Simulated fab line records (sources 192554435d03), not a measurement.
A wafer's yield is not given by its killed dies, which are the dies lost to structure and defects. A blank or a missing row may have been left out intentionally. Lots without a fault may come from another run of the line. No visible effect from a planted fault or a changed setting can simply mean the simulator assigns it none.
Problem report in the 8D (eight disciplines) form, filled by code / flow n5-finfet / the parts of the form that need people (team, actions taken, sign-off) are left out

== 1. THE ISSUE ==
At N5_SD_EPI_P_INSPECT_26, raw-defect-count averages 412 over 6 wafers from 2 lots, while fault-free wafers read 176, standard deviation 36. Relative to the usual mean, that is a shift of +6.5 standard deviations.
The step: inspects for defects (darkfield).
First seen on wafer L469.1, day 7 19:24, on defect-inspect-01. Wafers with a number at this step in the record: 34, from 12 lots. By rule, "out" or "out of limits" means more than 4 standard deviations away from the usual mean. Any other wafer with a number is counted as sound.

== 2. WHAT IT IS, AND WHAT IT ISN'T ==
question=which readings at this step | is=raw-defect-count | is not=-
question=which lots | is=L469, L471 | is not=L455, L456, L458, L459, L460, L461, L463, L464, L474, L475
question=which wafers of those lots | is=all that have a number | is not=-
question=read on which gauges | is=defect-inspect-01, defect-inspect-02 | is not=-
question=when | is=from day 7 19:24 | is not=up to then (22 sound wafers); but 6 sound wafers of L474, L475 came after

== 3. WHAT RULES OUT EACH SUSPECT ==
Counting: a tool stays on the suspect list if, at a process step up to the reading, it processed all lots that are out and no sound lot following the first of them.
- the gauge at N5_SD_EPI_P_INSPECT_26 is ruled out. The wafers that are out were read on 2 gauges (defect-inspect-01, defect-inspect-02).
- epi-rpcvd-03 at N5_SD_EPI_P_EPI_21 (deposits SiGe:B, time 355 s): kept. Every lot that is out went through it, starting with L469 (day 7 14:04), and after that it ran no sound lot; the last sound lot it ran before then is L459 (day 5 05:38).
After counting, what remains is epi-rpcvd-03 at N5_SD_EPI_P_EPI_21.

== 4. THE CAUSE (what the simulator had put in) ==
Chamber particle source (epi-rpcvd-03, N5_SD_EPI_P_EPI_21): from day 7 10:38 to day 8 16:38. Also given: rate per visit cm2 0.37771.
Only this tool survived the counting.

== 5. THE CHAIN OF EFFECTS, in route order ==
One row per reading whose mean, taken over the struck wafers that have a number, lies over 3 standard deviations from the usual. Only readings for which the record gives a usual standard deviation are gone through. hours: the time from each lot's start at the first step in this table that gives one to its start at this step, as a median over the lots. sigmas: the change in usual standard deviations.
hours=0; step=N5_SD_EPI_P_INSPECT_26; reading=raw-defect-count; usual=176; on struck wafers=412; change=+236; sigmas=+6.5
hours=243; step=N5_PASSIVATION_PROBE_49; reading=killed-at-front-end; usual=38; on struck wafers=138; change=+100; sigmas=+9.1
hours=243; step=N5_PASSIVATION_PROBE_49; reading=killed-dies; usual=104; on struck wafers=204; change=+100; sigmas=+5.3
The process steps in it:
- N5_PASSIVATION_PROBE_49

== 6. HOW IT WOULD HAVE BEEN CAUGHT EARLIER ==
The first out-of-limits reading at a measuring or inspecting step in this record came at day 7 19:24, 9 hours after the fault's start at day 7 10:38.
Among the 2 lots that are out, L471 began N5_SD_EPI_P_EPI_21 on epi-rpcvd-03 after day 7 19:24. Had the tool been put on hold then, it would have been spared.
